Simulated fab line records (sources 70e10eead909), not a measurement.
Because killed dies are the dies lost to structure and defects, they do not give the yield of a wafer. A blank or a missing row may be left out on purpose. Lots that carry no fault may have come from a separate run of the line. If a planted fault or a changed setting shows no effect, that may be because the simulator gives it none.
A sampling plan put to the test ; flow nand harc ; one fab line, 34 faults that these records tell of, each judged on the records of the lots that it struck; 1 more is left out, because the records don't allow judging it
Plan = the line's own looks (route steps where a gauge or an inspection reads the wafer without altering it). A look can be judged if struck wafers have a number there and the file gives its usual mean and standard deviation on fault-free wafers. Caught: at a look after the fault's first step, the mean of the struck wafers lies 4 or more of those standard deviations (sigma) from the usual mean. On the tool: the identical test, applied to the tool's own readings at the steps of the fault. If the struck wafers alone have a blank record, or they carry another recipe, that too counts as caught.

== THE FAULTS, as the simulator had put them in ==
1. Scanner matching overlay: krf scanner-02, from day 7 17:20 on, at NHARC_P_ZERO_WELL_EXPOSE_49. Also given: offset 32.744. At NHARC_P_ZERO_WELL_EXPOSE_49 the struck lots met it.
2. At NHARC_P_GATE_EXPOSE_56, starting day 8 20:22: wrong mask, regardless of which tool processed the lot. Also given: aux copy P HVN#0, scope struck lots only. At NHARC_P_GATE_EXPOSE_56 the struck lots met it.
3. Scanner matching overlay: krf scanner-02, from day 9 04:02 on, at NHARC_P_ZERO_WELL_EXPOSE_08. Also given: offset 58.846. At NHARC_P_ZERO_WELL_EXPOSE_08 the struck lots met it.
4. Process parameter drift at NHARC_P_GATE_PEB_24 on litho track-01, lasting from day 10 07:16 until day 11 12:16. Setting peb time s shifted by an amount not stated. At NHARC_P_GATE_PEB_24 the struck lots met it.
5. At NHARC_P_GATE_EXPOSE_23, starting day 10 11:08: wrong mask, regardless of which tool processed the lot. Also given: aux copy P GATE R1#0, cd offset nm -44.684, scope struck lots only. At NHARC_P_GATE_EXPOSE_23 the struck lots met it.
6. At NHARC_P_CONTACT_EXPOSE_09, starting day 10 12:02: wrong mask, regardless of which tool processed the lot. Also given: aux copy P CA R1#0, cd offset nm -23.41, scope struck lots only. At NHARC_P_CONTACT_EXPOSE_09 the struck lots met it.
7. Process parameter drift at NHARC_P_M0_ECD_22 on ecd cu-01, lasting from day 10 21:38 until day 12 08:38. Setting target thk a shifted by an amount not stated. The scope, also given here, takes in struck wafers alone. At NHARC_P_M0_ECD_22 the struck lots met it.
8. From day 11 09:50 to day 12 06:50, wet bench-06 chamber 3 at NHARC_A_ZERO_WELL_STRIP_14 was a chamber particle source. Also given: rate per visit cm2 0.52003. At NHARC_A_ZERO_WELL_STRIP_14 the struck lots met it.
9. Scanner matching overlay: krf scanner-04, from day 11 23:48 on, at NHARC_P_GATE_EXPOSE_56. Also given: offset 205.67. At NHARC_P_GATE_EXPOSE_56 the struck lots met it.
10. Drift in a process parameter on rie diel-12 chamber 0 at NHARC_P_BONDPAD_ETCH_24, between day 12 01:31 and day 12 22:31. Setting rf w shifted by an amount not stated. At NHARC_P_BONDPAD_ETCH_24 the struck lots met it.
11. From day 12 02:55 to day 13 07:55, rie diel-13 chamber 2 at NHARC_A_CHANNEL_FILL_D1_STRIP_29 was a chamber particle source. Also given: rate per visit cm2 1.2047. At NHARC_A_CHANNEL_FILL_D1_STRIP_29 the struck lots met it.
12. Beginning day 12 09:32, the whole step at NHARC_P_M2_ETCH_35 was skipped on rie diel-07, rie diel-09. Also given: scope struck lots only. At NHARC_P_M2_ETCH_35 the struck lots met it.
13. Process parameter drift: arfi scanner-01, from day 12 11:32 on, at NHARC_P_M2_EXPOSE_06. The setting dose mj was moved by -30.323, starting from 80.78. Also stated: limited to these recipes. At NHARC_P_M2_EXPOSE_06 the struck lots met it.
14. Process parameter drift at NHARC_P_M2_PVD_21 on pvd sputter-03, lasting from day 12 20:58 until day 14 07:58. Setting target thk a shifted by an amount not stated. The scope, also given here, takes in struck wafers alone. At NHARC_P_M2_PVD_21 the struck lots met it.
15. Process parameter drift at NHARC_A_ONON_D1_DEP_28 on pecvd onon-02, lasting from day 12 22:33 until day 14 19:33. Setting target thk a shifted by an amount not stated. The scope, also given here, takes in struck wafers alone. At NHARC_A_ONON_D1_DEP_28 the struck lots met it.
16. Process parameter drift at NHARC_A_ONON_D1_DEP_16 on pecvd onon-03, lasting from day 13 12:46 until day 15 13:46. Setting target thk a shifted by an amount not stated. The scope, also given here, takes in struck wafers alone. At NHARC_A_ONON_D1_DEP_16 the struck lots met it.
17. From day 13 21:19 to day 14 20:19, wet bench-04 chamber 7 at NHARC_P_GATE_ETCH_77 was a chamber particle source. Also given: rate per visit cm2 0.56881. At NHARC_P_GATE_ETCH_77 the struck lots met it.
18. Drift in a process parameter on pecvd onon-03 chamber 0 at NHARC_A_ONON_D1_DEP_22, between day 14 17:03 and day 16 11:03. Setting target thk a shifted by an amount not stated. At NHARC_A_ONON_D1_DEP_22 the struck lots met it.
19. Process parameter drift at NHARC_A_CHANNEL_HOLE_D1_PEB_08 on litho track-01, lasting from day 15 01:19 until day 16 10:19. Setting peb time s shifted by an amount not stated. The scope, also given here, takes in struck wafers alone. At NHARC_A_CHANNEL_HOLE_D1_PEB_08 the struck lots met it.
20. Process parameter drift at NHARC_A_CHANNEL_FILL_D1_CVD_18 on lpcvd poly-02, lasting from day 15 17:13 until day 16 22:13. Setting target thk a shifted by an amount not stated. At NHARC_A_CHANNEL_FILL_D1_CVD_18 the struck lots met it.
21. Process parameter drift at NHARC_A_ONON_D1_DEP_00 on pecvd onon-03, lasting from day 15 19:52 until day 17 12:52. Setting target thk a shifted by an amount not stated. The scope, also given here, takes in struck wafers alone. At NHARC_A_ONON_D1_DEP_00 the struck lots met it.
22. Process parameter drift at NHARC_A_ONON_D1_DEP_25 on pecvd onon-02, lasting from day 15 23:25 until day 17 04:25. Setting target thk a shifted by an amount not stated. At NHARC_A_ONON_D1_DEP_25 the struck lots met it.
23. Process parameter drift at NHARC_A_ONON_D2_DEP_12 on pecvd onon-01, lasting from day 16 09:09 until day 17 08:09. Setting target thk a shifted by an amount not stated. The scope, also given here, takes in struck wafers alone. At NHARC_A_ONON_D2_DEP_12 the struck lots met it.
24. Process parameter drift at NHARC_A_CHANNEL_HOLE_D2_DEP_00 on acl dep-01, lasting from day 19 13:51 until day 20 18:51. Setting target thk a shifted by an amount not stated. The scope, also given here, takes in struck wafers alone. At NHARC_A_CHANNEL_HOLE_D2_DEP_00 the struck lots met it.
25. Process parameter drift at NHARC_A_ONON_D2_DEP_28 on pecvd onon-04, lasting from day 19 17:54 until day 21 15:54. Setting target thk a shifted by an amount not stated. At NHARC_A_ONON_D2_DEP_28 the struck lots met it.
26. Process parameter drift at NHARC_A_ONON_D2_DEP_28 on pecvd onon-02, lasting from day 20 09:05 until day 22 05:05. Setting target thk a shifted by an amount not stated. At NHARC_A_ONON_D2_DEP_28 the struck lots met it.
27. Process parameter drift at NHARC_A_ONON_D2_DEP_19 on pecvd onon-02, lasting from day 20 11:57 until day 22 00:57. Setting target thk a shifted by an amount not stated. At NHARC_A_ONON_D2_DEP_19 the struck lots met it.
28. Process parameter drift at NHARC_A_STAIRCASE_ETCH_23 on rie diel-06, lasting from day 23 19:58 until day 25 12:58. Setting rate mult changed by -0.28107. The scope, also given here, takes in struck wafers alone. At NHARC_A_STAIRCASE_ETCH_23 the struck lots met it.
29. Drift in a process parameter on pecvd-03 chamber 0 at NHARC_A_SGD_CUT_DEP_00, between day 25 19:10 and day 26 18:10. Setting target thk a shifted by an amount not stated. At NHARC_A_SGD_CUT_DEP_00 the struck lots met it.
30. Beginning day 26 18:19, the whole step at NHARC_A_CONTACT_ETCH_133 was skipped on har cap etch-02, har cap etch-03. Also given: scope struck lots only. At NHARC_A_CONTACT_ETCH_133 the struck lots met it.
31. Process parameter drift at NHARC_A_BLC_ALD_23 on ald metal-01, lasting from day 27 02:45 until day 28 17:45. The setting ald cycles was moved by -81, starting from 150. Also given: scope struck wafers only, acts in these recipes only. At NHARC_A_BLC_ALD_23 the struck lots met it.
32. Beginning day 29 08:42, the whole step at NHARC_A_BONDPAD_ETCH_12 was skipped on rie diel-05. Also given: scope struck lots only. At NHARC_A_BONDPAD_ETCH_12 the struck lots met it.
33. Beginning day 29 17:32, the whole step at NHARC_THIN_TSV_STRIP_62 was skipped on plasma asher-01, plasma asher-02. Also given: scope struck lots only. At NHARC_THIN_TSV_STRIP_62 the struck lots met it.
34. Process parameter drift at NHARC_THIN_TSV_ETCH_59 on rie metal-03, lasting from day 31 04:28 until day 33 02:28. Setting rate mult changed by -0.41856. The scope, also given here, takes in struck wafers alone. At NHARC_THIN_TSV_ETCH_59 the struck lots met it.

== WHAT THE PLAN SAW ==
fault;on the tool itself;first look that catches it;reading, sigma;median hours from its first step to that look;hours from the fault's start to the first struck lot there;judged looks passed uncaught
1;under 2 sigma;not the one look that can be judged after it;-;-;-;1
2;no reading that can be judged;NHARC_END_SORT_01;killed at periphery +99 or beyond;462.6;463;0
3;under 2 sigma;no look after it can be judged;-;-;-;0
4;heater power total W +33 sigma;NHARC_P_GATE_CD_MEAS_26;cd nm +7.8;0.1;16;0
5;under 2 sigma;NHARC_P_GATE_CD_MEAS_26;cd nm -60;0.1;13;0
6;no reading that can be judged;NHARC_P_CONTACT_CD_MEAS_12;cd nm -40;0.1;1;0
7;no reading that can be judged;no look after it can be judged;-;-;-;0
8;no reading that can be judged;NHARC_A_ZERO_WELL_INSPECT_17;raw defect count +47;1.0;2;0
9;no reading that can be judged;NHARC_END_SORT_01;killed at periphery +99 or beyond;460.1;469;3
10;rf fwd power W -99 or beyond sigma;NHARC_END_SORT_01;killed at periphery +99 or beyond;427.7;435;0
11;under 2 sigma;NHARC_END_SORT_01;killed at array +4.6;348.5;328;0
12;the tool's record is blank for the struck wafers;NHARC_END_SORT_01;killed at periphery +99 or beyond;436.8;433;0
13;exposure dose mJ cm2 -99 or beyond sigma;NHARC_P_M2_CD_MEAS_09;cd nm -48;0.1;2;0
14;under 2 sigma;NHARC_END_SORT_01;killed at periphery +99 or beyond;440.6;450;0
15;under 2 sigma;NHARC_A_ONON_D1_THK_MEAS_30;thk nm -41;0.5;4;0
16;under 2 sigma;NHARC_A_ONON_D1_THK_MEAS_18;thk nm +38;0.5;14;0
17;no reading that can be judged;NHARC_P_GATE_INSPECT_68;raw defect count +5.6;1.0;8;0
18;no reading that can be judged;NHARC_A_ONON_D1_THK_MEAS_24;thk nm +50;0.4;9;0
19;under 2 sigma;NHARC_A_CHANNEL_HOLE_D1_CD_MEAS_10;cd nm +22;0.1;21;0
20;no reading that can be judged;NHARC_END_WLT_00;VT_DECK1_BOTTOM +8.6;355.8;376;0
21;no reading that can be judged;NHARC_A_ONON_D1_THK_MEAS_02;thk nm +10;0.5;7;0
22;under 2 sigma;NHARC_A_ONON_D1_THK_MEAS_27;thk nm -4.9;0.4;6;0
23;under 2 sigma;NHARC_A_ONON_D2_THK_MEAS_14;thk nm +61;0.5;9;0
24;under 2 sigma;NHARC_END_SORT_01;killed at array +33;276.4;287;0
25;under 2 sigma;NHARC_A_ONON_D2_THK_MEAS_30;thk nm -46;0.5;5;0
26;under 2 sigma;NHARC_END_SORT_01;killed at array +34;273.9;288;1
27;no reading that can be judged;NHARC_A_ONON_D2_THK_MEAS_21;thk nm -21;0.5;7;0
28;oes product au -11 sigma;NHARC_END_SORT_01;killed at array +35;212.0;225;0
29;under 2 sigma;NHARC_END_SORT_01;killed at array +34;127.4;140;0
30;the tool's record is blank for the struck wafers;NHARC_END_SORT_01;killed dies +35;56.8;57;0
31;under 2 sigma;NHARC_END_SORT_01;killed dies +35;44.1;51;0
32;the tool's record is blank for the struck wafers;NHARC_END_SORT_01;killed dies +35;33.3;36;0
33;the tool's record is blank for the struck wafers;NHARC_END_SORT_01;killed at other +6.4;15.4;17;0
34;oes product au -32 sigma;NHARC_THIN_TSV_CD_MEAS_37;cd nm +6.1;1.2;19;0
A dash: this means the fault isn't caught or the number doesn't appear in these records.

Caught at a look: 31 of 34. Caught on the tool: 9 of 34. By one or the other: 31 of 34.
Caught at a look alone: faults 2, 5, 6, 8, 9, 11, 14, 15, 16, 17, 18, 19, 20, 21, 22, 23, 24, 25, 26, 27, 29, 31.
Caught by neither: faults 1, 3, 7.

== THINNER SAMPLING ==
In the worst case, this is how late the first struck lot would be measured if the look that catches a fault measured only every second or every third lot, by lot number:
fault;struck lots at that look, in order of time;every lot;every second lot;every third lot
2;L170;463 h;may miss it;may miss it
4;L193, L192;16 h;17 h;may miss all 2
5;L913;13 h;may miss it;may miss it
6;L488;1 h;may miss it;may miss it
8;L807;2 h;may miss it;may miss it
9;L327, L326;469 h;471 h;may miss all 2
10;L305, L304, L306;435 h;441 h;452 h
11;L916, L918;328 h;may miss all 2;may miss all 2
12;L942, L944;433 h;may miss all 2;may miss all 2
13;L239, L242;2 h;32 h;may miss all 2
14;L220, L219, L221;450 h;450 h;474 h
15;L240, L241;4 h;30 h;may miss all 2
16;L417, L418, L420;14 h;19 h;may miss all 3
17;L134;8 h;may miss it;may miss it
18;L118, L121;9 h;36 h;may miss all 2
19;L188;21 h;may miss it;may miss it
20;L814, L813;376 h;377 h;may miss all 2
21;L461, L462, L464;7 h;19 h;may miss all 3
22;L561, L563;6 h;may miss all 2;may miss all 2
23;L133, L135;9 h;may miss all 2;may miss all 2
24;L563, L564;287 h;314 h;may miss all 2
25;L660, L663;5 h;40 h;may miss all 2
26;L146, L149;288 h;306 h;may miss all 2
27;L811, L814;7 h;33 h;may miss all 2
28;L484, L482;225 h;may miss all 2;may miss all 2
29;L413, L412;140 h;141 h;may miss all 2
30;L409, L411;57 h;may miss all 2;may miss all 2
31;L946, L948;51 h;may miss all 2;may miss all 2
32;L933, L935, L934;36 h;54 h;54 h
33;L466, L468, L470;17 h;may miss all 3;43 h
34;L433, L434;19 h;39 h;may miss all 2
Hours: fault start to first struck lot measured. The limit of 4 sigma was tested on all struck wafers together, so one lot alone may lie under it. Other struck lots may not be in these records.

== THE LONGEST TIMED WAY FROM STEP TO LOOK ==
Fault 2: the median time between NHARC_P_GATE_EXPOSE_56 and NHARC_END_SORT_01 is 462.6 hours. No look between them can be judged.
